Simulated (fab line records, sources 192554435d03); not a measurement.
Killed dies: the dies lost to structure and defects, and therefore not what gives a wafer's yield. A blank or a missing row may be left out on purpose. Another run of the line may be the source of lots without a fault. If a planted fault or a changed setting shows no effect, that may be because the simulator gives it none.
Matching of chambers | flow n5-finfet | 4 sister chambers for N5_HKMG_FIN_ALD_79 on ald-metal-03
The step deposits TiN, target thk 1.5 nm, pulse time 1 s, purge time 3 s. 30 wafers are shown with their chamber, then 12 later ones without.

== EACH WAFER AND ITS CHAMBER ==
wafer  | chamber | heater-power-w (W) | precursor-pulse-height-rel
L074.4 | 2       | 889                | 0.993
L074.5 | 3       | 863                | 0.974
L074.6 | 0       | 831                | 1.004
L076.3 | 0       | 847                | 0.986
L076.4 | 1       | 855                | 0.996
L076.5 | 0       | 827                | 0.981
L077.1 | 2       | 901                | 0.968
L077.2 | 3       | 817                | 0.988
L077.3 | 0       | 822                | 1.001
L077.4 | 1       | 864                | 0.967
L077.5 | 0       | 840                | 0.971
L077.6 | 3       | 868                | 0.996
L080.1 | 0       | 846                | 1.024
L080.4 | 1       | 869                | 1.006
L080.5 | 1       | 883                | 1.016
L083.1 | 1       | 862                | 1.029
L083.2 | 0       | 835                | 1.006
L083.3 | 3       | 865                | 0.983
L083.4 | 2       | 887                | 0.996
L083.5 | 1       | 853                | 1.046
L083.6 | 0       | 822                | 0.971
L085.3 | 2       | 889                | 1.006
L085.4 | 3       | 827                | 1.033
L085.6 | 0       | 810                | 0.946
L087.2 | 3       | 849                | 1.009
L087.5 | 3       | 840                | 1.029
L087.6 | 0       | 852                | 0.993
L088.1 | 3       | 872                | 0.973
L088.2 | 0       | 851                | 0.990
L088.3 | 2       | 906                | 1.014

SIGNATURES (means of the wafers above)
reading                    | chamber 0 | chamber 1 | chamber 2 | chamber 3 | scatter within a chamber
heater-power-w             | 834.82    | 864.33    | 894.40    | 850.12    | 14.8
precursor-pulse-height-rel | 0.98845   | 1.01000   | 0.99540   | 0.99812   | 0.0226
Rule: for a wafer and a chamber, the distance is found by dividing, reading by reading, the gap between the wafer's reading and the chamber's mean by the reading's scatter, squaring, summing and taking the root. If the next closest chamber is less than 2 further off than the closest, the wafer can't be placed; otherwise it belongs to the closest. How the scatter is found: for the shown wafers, subtract from each reading the mean of its chamber, square and add these, divide the total by (wafers less chambers), then take the root.

== WAFERS WITHOUT THEIR CHAMBER ==
wafer  | heater-power-w (W) | precursor-pulse-height-rel
L088.4 | 865                | 1.025
L088.5 | 913                | 1.026
L088.6 | 867                | 1.027
L090.2 | 846                | 0.999
L090.4 | 857                | 0.997
L090.6 | 900                | 0.994
L097.1 | 901                | 1.005
L097.2 | 878                | 0.984
L097.3 | 848                | 0.989
L097.4 | 807                | 0.969
L097.5 | 844                | 1.020
L097.6 | 911                | 0.996

== EACH ONE'S CHAMBER ==
wafer  | from the rows above               | in truth
L088.4 | can't be placed: 1 or 3 or 2 or 0 | 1
L088.5 | can't be placed: 2 or 1           | 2
L088.6 | can't be placed: 1 or 3 or 2 or 0 | 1
L090.2 | can't be placed: 3 or 0 or 1      | 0
L090.4 | can't be placed: 3 or 1 or 0      | 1
L090.6 | 2                                 | 2
L097.1 | can't be placed: 2 or 1           | 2
L097.2 | can't be placed: 2 or 1 or 3 or 0 | 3
L097.3 | can't be placed: 3 or 0 or 1      | 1
L097.4 | can't be placed: 0 or 3           | 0
L097.5 | can't be placed: 3 or 1 or 0      | 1
L097.6 | 2                                 | 2
2 of 12 placed correctly. These rows do not allow placing 10 (true chamber among the candidates in 10). Placed wrongly: 0.
